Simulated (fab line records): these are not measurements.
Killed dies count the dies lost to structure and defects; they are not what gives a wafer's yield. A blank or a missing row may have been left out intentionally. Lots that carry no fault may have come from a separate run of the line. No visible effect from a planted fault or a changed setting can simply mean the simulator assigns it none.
Chamber matching || flow n5Finfet || N5_BEOL_M8_DEP_56 on pecvd-03 has 3 sister chambers
The step deposits SiCN from 3MS/NH3, target thk 10 nm, time 17.5 s. 16 wafers are shown with their chamber, then 8 later ones without.

WAFERS WITH THEIR CHAMBER
{"wafer": "L079.1", "chamber": 1, "showerheadPlenumPTorr (Torr)": 3.664, "throttleValvePct (%)": 8.9}
{"wafer": "L079.5", "chamber": 0, "showerheadPlenumPTorr (Torr)": 3.650, "throttleValvePct (%)": 9.5}
{"wafer": "L079.6", "chamber": 2, "showerheadPlenumPTorr (Torr)": 3.694, "throttleValvePct (%)": 8.8}
{"wafer": "L080.1", "chamber": 1, "showerheadPlenumPTorr (Torr)": 3.664, "throttleValvePct (%)": 9.0}
{"wafer": "L080.4", "chamber": 1, "showerheadPlenumPTorr (Torr)": 3.664, "throttleValvePct (%)": 8.9}
{"wafer": "L080.6", "chamber": 0, "showerheadPlenumPTorr (Torr)": 3.649, "throttleValvePct (%)": 9.4}
{"wafer": "L083.1", "chamber": 1, "showerheadPlenumPTorr (Torr)": 3.660, "throttleValvePct (%)": 9.1}
{"wafer": "L083.2", "chamber": 2, "showerheadPlenumPTorr (Torr)": 3.684, "throttleValvePct (%)": 9.0}
{"wafer": "L083.4", "chamber": 2, "showerheadPlenumPTorr (Torr)": 3.681, "throttleValvePct (%)": 8.9}
{"wafer": "L084.1", "chamber": 2, "showerheadPlenumPTorr (Torr)": 3.683, "throttleValvePct (%)": 9.0}
{"wafer": "L084.2", "chamber": 0, "showerheadPlenumPTorr (Torr)": 3.651, "throttleValvePct (%)": 9.4}
{"wafer": "L084.3", "chamber": 0, "showerheadPlenumPTorr (Torr)": 3.645, "throttleValvePct (%)": 9.4}
{"wafer": "L089.3", "chamber": 2, "showerheadPlenumPTorr (Torr)": 3.686, "throttleValvePct (%)": 9.1}
{"wafer": "L089.5", "chamber": 1, "showerheadPlenumPTorr (Torr)": 3.677, "throttleValvePct (%)": 9.0}
{"wafer": "L089.6", "chamber": 2, "showerheadPlenumPTorr (Torr)": 3.681, "throttleValvePct (%)": 8.9}
{"wafer": "L088.1", "chamber": 2, "showerheadPlenumPTorr (Torr)": 3.689, "throttleValvePct (%)": 8.9}

SIGNATURES, as means of the wafers listed above
{"reading": "showerheadPlenumPTorr", "chamber 0": 3.64875, "chamber 1": 3.66580, "chamber 2": 3.68543, "scatter within a chamber": 0.00499}
{"reading": "throttleValvePct", "chamber 0": 9.425, "chamber 1": 8.980, "chamber 2": 8.943, "scatter within a chamber": 0.0844}
Rule: a wafer lies at a distance from a chamber equal to the root of the sum of squares, over the readings, of (its reading less the chamber's mean, divided by the reading's scatter). If the next closest chamber is less than 2 further off than the closest, the wafer can't be placed; otherwise it belongs to the closest. How the scatter is found: for the shown wafers, subtract from each reading the mean of its chamber, square and add these, divide the total by (wafers less chambers), then take the root.

WAFERS MISSING THEIR CHAMBER
{"wafer": "L088.3", "showerheadPlenumPTorr (Torr)": 3.665, "throttleValvePct (%)": 8.9}
{"wafer": "L088.4", "showerheadPlenumPTorr (Torr)": 3.648, "throttleValvePct (%)": 9.0}
{"wafer": "L092.1", "showerheadPlenumPTorr (Torr)": 3.676, "throttleValvePct (%)": 9.0}
{"wafer": "L092.4", "showerheadPlenumPTorr (Torr)": 3.672, "throttleValvePct (%)": 8.9}
{"wafer": "L092.6", "showerheadPlenumPTorr (Torr)": 3.687, "throttleValvePct (%)": 9.0}
{"wafer": "L090.2", "showerheadPlenumPTorr (Torr)": 3.687, "throttleValvePct (%)": 9.1}
{"wafer": "L090.5", "showerheadPlenumPTorr (Torr)": 3.668, "throttleValvePct (%)": 9.2}
{"wafer": "L090.6", "showerheadPlenumPTorr (Torr)": 3.682, "throttleValvePct (%)": 9.1}

EACH ONE'S CHAMBER
{"wafer": "L088.3", "from the rows above": 1, "in truth": 1}
{"wafer": "L088.4", "from the rows above": "can't be placed: 1 or 0", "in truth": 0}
{"wafer": "L092.1", "from the rows above": "can't be placed: 2 or 1", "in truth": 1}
{"wafer": "L092.4", "from the rows above": "can't be placed: 1 or 2", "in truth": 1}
{"wafer": "L092.6", "from the rows above": 2, "in truth": 2}
{"wafer": "L090.2", "from the rows above": 2, "in truth": 2}
{"wafer": "L090.5", "from the rows above": "can't be placed: 1 or 2", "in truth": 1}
{"wafer": "L090.6", "from the rows above": "can't be placed: 2 or 1", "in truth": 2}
3 of 8 placed correctly. Cannot be placed on the basis of these rows: 5; the candidates contain the true chamber in 5. Wrongly placed: 0.
